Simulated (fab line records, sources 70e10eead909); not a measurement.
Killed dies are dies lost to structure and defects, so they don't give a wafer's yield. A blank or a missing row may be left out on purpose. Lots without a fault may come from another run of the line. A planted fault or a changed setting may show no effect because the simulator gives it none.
fab line records | flow nand_harc | part 2 of 2: steps 5 to 6 of 6
record lots=22 wafers=66 last_day=33
route steps=1302 shown A_STAIRCASE@744
lots that met no fault: from a run of the same line without faults
start_h: hours from the record's first day to the start of the lot's first wafer shown | wait_h: hours since the lot's step before | " the same as in the row above | L1.1+2: a row that stands for several wafers | - no value, or no start given | * or withheld: withheld | < > ~ a bound
route shown NAME@n: a module of which the file shows steps, and the number in the route of the first | usual: mean/standard deviation of fault-free wafers | same: alike in all rows | chamber/n: place in a boat | sites: the reading at each site | _std_site: their standard deviation | _edge_site: outer sites' mean less inner sites' | radius_mm: how far each site lies from the wafer's centre | mask NAME#n: copy n | behind: the tool/chamber that last shaped the wafer | hold: why the lot was held/for how many hours/how that ended | device: the transistor (n, p or np) that didn't switch | end of line: the same wafers' tests at the end of the route | a step without rows: its recipe alone | killed: dies lost to structure and defects at the first sort, not the wafer's yield | map: a wafer's dies, x killed, . not, _ none there
set.NAME: the setting as run; set.NAME@STEP: as run at that earlier step | model.NAME: the simulator's own value behind a step, which no gauge read
steps of the route over a sample of lots; a table a step, a row a wafer
services: from which hour (start_h, from the record's first day; less than 0 if before it) a tool's chamber was out of use, for how many hours, and why
## steps
# step NHARC_A_STAIRCASE_ETCH_313
# recipe cf4_flow_sccm=100 chf3_flow_sccm=30 ar_flow_sccm=0 rf_w=500 bias_w=200 chemistry=CF4/CHF3
# usual chf3_flow_sccm=29.99/0.089 drypump_motor_current_A=5.6/0.44 oes_product_au=0.925/0.014 rf_vpp_V=370.6/2 showerhead_plenum_p_Torr=1.57/0.054 throttle_valve_pct=16.803/0.0097
# columns lot.wafer tool chamber start_h wait_h chf3_flow_sccm drypump_motor_current_A oes_product_au rf_hours_counter_h rf_vpp_V showerhead_plenum_p_Torr throttle_valve_pct
L074.4 rie_diel-03 3 382.30 0.1 29.93 5.7 0.928 30 373.1 1.69 16.806
L074.3 " 2 " " 29.92 4.8 0.931 30 369.3 1.54 16.798
L074.6 " 0 " " 30.05 5.3 0.958 - 368.7 1.54 16.791
L075.2 rie_diel-03 1 386.01 0.1 29.95 6.1 0.933 31 369.4 1.56 16.809
L075.4 " 3 " " 29.96 5.6 0.925 31 374.2 1.69 16.813
L075.1 " 0 " " 30.14 5.3 0.947 19 369.6 1.54 16.797
L076.2 rie_diel-03 3 400.39 0.1 29.99 5.6 0.926 35 374.2 1.69 16.810
L076.4 " 1 " " 30.05 6.1 0.924 35 371.1 1.55 16.803
L076.5 " 3 " " 30.00 5.7 0.927 - 375.1 1.69 16.799
L077.1 rie_diel-03 3 414.89 0.1 29.85 5.7 0.927 42 373.3 1.69 16.801
L077.5 " 1 " " 29.99 6.1 0.927 - 372.7 1.55 16.810
L077.6 " 2 " " 30.09 4.8 0.924 - 369.0 1.54 16.798
L078.1 rie_diel-09 0 415.12 0.1 29.98 5.8 0.900 29 369.0 1.55 16.794
L078.4 " 1 " " 29.95 5.7 0.916 30 368.9 1.56 16.802
L078.6 " 0 " " 29.90 5.8 0.903 - 369.1 1.55 16.802
L079.2 rie_diel-09 1 435.22 0.1 30.06 5.7 0.908 36 370.8 1.56 16.799
L079.4 " 2 " " 29.95 5.5 0.911 43 372.6 1.61 16.788
L079.6 " 0 " " 30.06 5.7 0.907 - 369.1 1.55 16.803
L080.3 rie_diel-09 3 436.78 0.1 29.75 6.6 0.922 42 370.5 1.57 16.808
L080.5 " 0 " " 30.12 5.7 0.912 - 368.2 1.55 16.807
L080.6 " 1 " " 29.88 5.7 0.928 - 369.7 1.56 16.775
L081.4 rie_diel-09 0 451.97 0.1 29.91 5.7 0.908 37 369.3 1.55 16.805
L081.6 " 2 " " 30.17 5.4 0.913 - 371.2 1.60 16.817
L081.5 " 3 " " 30.08 6.6 0.916 - 371.0 1.57 16.792
L082.2 rie_diel-08 3 464.13 0.1 29.94 5.0 0.935 32 372.2 1.60 16.816
L082.4 " 0 " " 30.09 5.6 0.929 27 371.4 1.59 16.796
L082.5 " 1 " " 30.00 5.6 0.901 - 373.5 1.67 16.803
L083.4 rie_diel-09 2 465.23 0.1 29.91 5.5 0.905 51 371.0 1.60 16.802
L083.2 " 3 " " 30.07 6.6 0.919 50 370.6 1.57 16.800
L083.6 " 3 " " 29.98 6.6 0.932 - 370.5 1.57 16.783
L085.3 rie_diel-09 2 489.31 0.1 30.05 5.5 0.908 58 372.6 1.60 16.810
L085.4 " 3 " " 29.90 6.6 0.923 56 370.7 1.57 16.793
L085.6 " 0 " " 29.90 5.8 0.902 - 369.9 1.54 16.810
L084.1 rie_diel-08 3 492.82 0.1 30.03 5.0 0.935 38 370.8 1.59 16.825
L084.4 " 0 " " 29.92 5.6 0.926 36 372.6 1.59 16.810
L084.2 " 1 " " 30.07 5.5 0.925 35 373.9 1.66 16.808
L086.2 rie_diel-08 0 503.66 0.1 29.86 5.6 0.938 40 371.2 1.59 16.811
L086.1 " 2 " " 30.05 5.7 0.915 43 366.8 1.49 16.787
L086.6 " 0 " " 30.12 5.6 0.919 - 370.3 1.59 16.804
L087.3 rie_diel-08 0 508.34 0.1 30.04 5.6 0.940 42 370.9 1.59 16.786
L087.2 " 1 " " 30.01 5.6 0.923 41 374.7 1.66 16.796
L087.6 " 2 " " 30.16 5.7 0.918 - 367.3 1.49 16.816
L088.4 rie_diel-03 2 526.66 0.1 30.03 4.8 0.925 24 368.5 1.53 16.803
L088.2 " 3 " " 30.06 5.7 0.934 22 375.1 1.68 16.795
L088.5 " 3 " " 29.92 5.6 0.934 - 373.6 1.68 16.802
L089.3 rie_diel-08 1 529.62 0.1 30.00 5.6 0.914 50 372.0 1.66 16.803
L089.4 " 2 " " 30.04 5.7 0.901 51 368.3 1.49 16.799
L089.5 " 0 " " 30.06 5.6 0.930 - 370.4 1.59 16.808
L091.4 rie_diel-03 2 548.80 0.1 30.00 4.8 0.928 32 368.7 1.53 16.791
L091.2 " 3 " " 30.03 5.6 0.940 30 374.2 1.68 16.812
L091.6 " 2 " " 29.80 4.8 0.926 - 369.1 1.53 16.800
L093.2 rie_diel-08 1 569.63 0.1 29.97 5.6 0.920 5 372.8 1.66 16.816
L093.1 " 2 " " 29.85 5.7 0.915 6 368.0 1.49 16.805
L093.4 " 3 " " 30.03 5.0 0.912 6 370.6 1.59 16.792
L092.2 rie_diel-08 2 572.13 0.1 29.95 5.7 0.949 7 366.7 1.49 16.810
L092.3 " 0 " " 29.97 5.6 0.984 6 371.3 1.59 16.797
L092.5 " 3 " " 30.13 5.0 0.970 - 372.6 1.59 16.792
L094.2 rie_diel-09 2 579.79 0.1 29.99 5.4 0.915 28 371.6 1.59 16.790
L094.5 " 3 " " 30.00 6.6 0.918 - 369.6 1.56 16.783
L094.6 " 0 " " 29.84 5.8 0.918 - 369.7 1.54 16.813
L096.4 rie_diel-08 0 605.55 0.1 30.12 5.6 0.934 15 370.4 1.58 16.786
L096.6 " 1 " " 30.08 5.6 0.923 - 372.1 1.65 16.808
L096.5 " 2 " " 29.95 5.7 0.920 - 367.2 1.48 16.807
L097.3 rie_diel-09 0 608.53 0.1 29.90 5.7 0.906 31 369.7 1.53 16.805
L097.6 " 0 " " 29.93 5.7 0.912 - 369.0 1.53 16.813
L097.5 " 1 " " 30.07 5.7 0.906 - 369.6 1.54 16.805
# step NHARC_A_STAIRCASE_STRIP_316
# recipe o2_flow_sccm=500 ar_flow_sccm=0 bias_w=0 chemistry=O2
# usual drypump_motor_current_A=5.6/0.43 oes_product_au=0.999/0.012 rf_vpp_V=57.6/0.94 showerhead_plenum_p_Torr=3.53/0.12 throttle_valve_pct=17.036/0.01
# columns lot.wafer tool chamber start_h wait_h drypump_motor_current_A oes_product_au rf_hours_counter_h rf_vpp_V showerhead_plenum_p_Torr throttle_valve_pct
L074.4 rie_diel-03 2 - - 4.9 1.010 30 56.1 3.46 17.034
L074.3 " 3 " " 5.7 0.999 31 59.1 3.79 17.048
L074.6 " 2 " " 4.8 1.009 - 57.5 3.46 17.038
L075.4 rie_diel-03 3 - - 5.7 0.993 32 59.3 3.79 17.055
L075.1 " 0 " " 5.3 1.008 20 57.4 3.44 17.034
L075.2 " 1 " " 6.1 0.999 31 57.9 3.49 17.042
L076.4 rie_diel-03 2 - - 4.8 0.998 34 56.5 3.45 17.032
L076.2 " 3 " " 5.7 1.000 35 58.1 3.79 17.034
L076.5 " 1 " " 6.1 1.004 - 56.1 3.48 17.042
L077.1 rie_diel-03 2 - - 4.8 1.004 42 56.7 3.45 17.057
L077.5 " 0 " " 5.3 1.016 - 56.7 3.44 17.048
L077.6 " 1 " " 6.1 1.007 - 57.8 3.48 17.039
L078.4 rie_diel-09 2 - - 5.5 0.989 35 58.5 3.60 17.035
L078.1 " 3 " " 6.6 1.013 34 58.4 3.53 17.038
L078.6 " 1 " " 5.7 0.995 - 57.2 3.50 17.041
L079.2 rie_diel-09 3 - - 6.6 1.010 42 59.2 3.53 17.046
L079.4 " 0 " " 5.8 0.982 35 57.9 3.47 17.030
L079.6 " 2 " " 5.5 0.992 - 57.6 3.60 17.026
L080.3 rie_diel-09 1 - - 5.7 0.986 36 55.5 3.49 17.025
L080.6 " 1 " " 5.7 0.997 - 56.7 3.49 17.032
L080.5 " 2 " " 5.4 0.981 - 58.4 3.60 17.042
L081.4 rie_diel-09 3 - - 6.6 0.992 46 58.4 3.52 17.039
L081.6 " 0 " " 5.8 0.961 - 57.8 3.47 17.033
L081.5 " 1 " " 5.7 0.989 - 59.0 3.49 17.012
L082.2 rie_diel-08 2 - - 5.7 0.982 31 57.7 3.35 17.032
L082.4 " 0 " " 5.6 0.995 27 57.0 3.58 17.054
L082.5 " 3 " " 5.0 1.003 - 58.1 3.58 17.040
L083.2 rie_diel-09 3 - - 6.6 0.992 50 57.8 3.52 17.027
L083.4 " 0 " " 5.8 0.968 45 57.5 3.46 17.018
L083.6 " 3 " " 6.6 0.998 - 57.2 3.52 17.030
L085.3 rie_diel-09 3 - - 6.6 0.995 56 57.8 3.52 17.024
L085.4 " 2 " " 5.5 0.974 58 56.9 3.59 17.041
L085.6 " 3 " " 6.6 1.002 - 56.2 3.52 17.047
L084.1 rie_diel-08 1 - - 5.6 0.994 35 57.3 3.73 17.034
L084.2 " 2 " " 5.7 0.992 37 55.6 3.35 17.044
L084.4 " 0 " " 5.6 0.993 36 57.3 3.57 17.014
L086.2 rie_diel-08 0 - - 5.6 1.015 41 59.4 3.57 17.020
L086.1 " 3 " " 5.0 0.997 46 58.1 3.57 17.034
L086.6 " 1 " " 5.6 0.995 - 57.7 3.72 17.031
L087.3 rie_diel-08 3 - - 5.0 1.012 47 55.8 3.57 17.051
L087.2 " 0 " " 5.6 1.019 43 58.1 3.57 17.030
L087.6 " 2 " " 5.7 0.995 - 57.7 3.35 17.020
L088.4 rie_diel-03 0 - - 5.3 1.025 15 58.3 3.42 17.040
L088.2 " 1 " " 6.1 0.996 24 58.0 3.46 17.038
L088.5 " 3 " " 5.7 1.020 - 58.7 3.76 17.046
L089.3 rie_diel-08 2 - - 5.7 0.998 51 58.0 3.34 17.037
L089.4 " 0 " " 5.6 1.014 52 58.6 3.56 17.038
L089.5 " 2 " " 5.7 0.992 - 56.7 3.34 17.042
L091.4 rie_diel-03 2 - - 4.8 0.999 33 58.1 3.43 17.025
L091.2 " 3 " " 5.7 1.013 31 57.8 3.76 17.039
L091.6 " 2 " " 4.8 0.999 - 59.4 3.43 17.034
L093.4 rie_diel-08 3 - - 5.0 1.000 7 57.3 3.56 17.032
L093.1 " 1 " " 5.6 0.996 6 57.6 3.71 17.056
L093.2 " 2 " " 5.7 1.004 7 58.6 3.34 17.033
L092.3 rie_diel-08 0 - - 5.6 1.012 6 58.5 3.56 17.039
L092.2 " 1 " " 5.6 1.006 6 59.4 3.71 17.020
L092.5 " 3 " " 5.0 0.997 - 57.1 3.56 17.040
L094.2 rie_diel-09 0 - - 5.7 0.996 25 57.2 3.44 17.038
L094.5 " 0 " " 5.8 0.983 - 57.7 3.44 17.043
L094.6 " 1 " " 5.7 0.987 - 57.1 3.47 17.026
L096.4 rie_diel-08 1 - - 5.6 1.005 18 58.4 3.71 17.042
L096.5 " 3 " " 5.0 1.005 - 57.7 3.55 17.039
L096.6 " 0 " " 5.6 1.004 - 57.8 3.55 17.058
L097.3 rie_diel-08 2 - - 5.7 0.980 22 55.7 3.33 17.021
L097.6 " 0 " " 5.6 1.005 - 57.1 3.55 17.026
L097.5 " 1 " " 5.6 1.004 - 57.2 3.71 17.036
## services
# columns tool chamber start_h hours kind
rie_diel-03 0 339.60 - clean
rie_diel-03 1 339.60 - clean
rie_diel-03 2 339.60 - clean
rie_diel-03 3 339.60 - clean
rie_diel-08 3 349.43 7.0 repair
rie_diel-03 0 364.10 - clean
rie_diel-03 1 364.10 - clean
rie_diel-03 2 364.10 - clean
rie_diel-03 3 364.10 - clean
rie_diel-08 - 368.21 9.0 pm
rie_diel-03 0 388.61 - clean
rie_diel-03 1 388.61 - clean
rie_diel-03 2 388.61 - clean
rie_diel-03 3 388.61 - clean
rie_diel-08 0 390.98 3.2 repair
rie_diel-03 0 413.11 - clean
rie_diel-03 1 413.11 - clean
rie_diel-03 2 413.11 - clean
rie_diel-03 2 432.20 15.3 repair
rie_diel-08 - 444.42 3.7 repair
rie_diel-03 - 458.56 9.0 pm
rie_diel-09 - 499.68 9.0 pm
rie_diel-08 1 542.38 3.7 repair
rie_diel-08 - 545.21 9.0 pm
